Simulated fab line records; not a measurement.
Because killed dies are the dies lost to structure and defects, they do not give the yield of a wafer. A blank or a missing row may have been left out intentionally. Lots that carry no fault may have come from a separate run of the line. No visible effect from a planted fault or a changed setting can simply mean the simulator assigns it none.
Matching of chambers :: flow nand harc :: NHARC_A_CHANNEL_HOLE_D2_DEP_01 on pecvd-01 has 3 sister chambers
The step deposits SiON, target thk 140 nm. 6 wafers are shown with their chamber, then 8 later ones without.

WAFERS PAIRED WITH THEIR CHAMBERS
wafer: L086.4
chamber: 1
heater power w (W): 824

wafer: L086.5
chamber: 1
heater power w (W): 838

wafer: L088.1
chamber: 0
heater power w (W): 657

wafer: L088.2
chamber: 2
heater power w (W): 785

wafer: L088.4
chamber: 0
heater power w (W): 660

wafer: L089.1
chamber: 2
heater power w (W): 796

WAFERS MISSING THEIR CHAMBER
wafer: L089.4
heater power w (W): 685

wafer: L089.6
heater power w (W): 786

wafer: L091.1
heater power w (W): 706

wafer: L091.4
heater power w (W): 837

wafer: L091.6
heater power w (W): 680

wafer: L096.2
heater power w (W): 804

wafer: L096.4
heater power w (W): 845

wafer: L096.6
heater power w (W): 823

WHICH CHAMBER EACH WENT THROUGH
wafer: L089.4
from the rows above: 0
in truth: 0

wafer: L089.6
from the rows above: 2
in truth: 2

wafer: L091.1
from the rows above: 0
in truth: 0

wafer: L091.4
from the rows above: 1
in truth: 1

wafer: L091.6
from the rows above: 0
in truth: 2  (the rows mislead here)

wafer: L096.2
from the rows above: can't be placed: 2 or 1
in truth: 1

wafer: L096.4
from the rows above: 1
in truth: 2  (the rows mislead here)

wafer: L096.6
from the rows above: 1
in truth: 1
Correct placement for 5 of the 8. Unplaceable from these rows: 1, with the true chamber sitting among the candidates in 1. Number placed wrongly: 2.
How it was worked out, from the rows above alone: a wafer's distance from a chamber is the root of the sum, over the readings, of the square of ((its reading less the chamber's mean) divided by the reading's scatter). If the next closest chamber is less than 2 further off than the closest, the wafer can't be placed; otherwise it belongs to the closest. A chamber's mean is the mean of its shown wafers. The scatter: take each reading less its chamber's mean, square it, sum over the shown wafers, divide by the number of wafers less the number of chambers, and take the root.
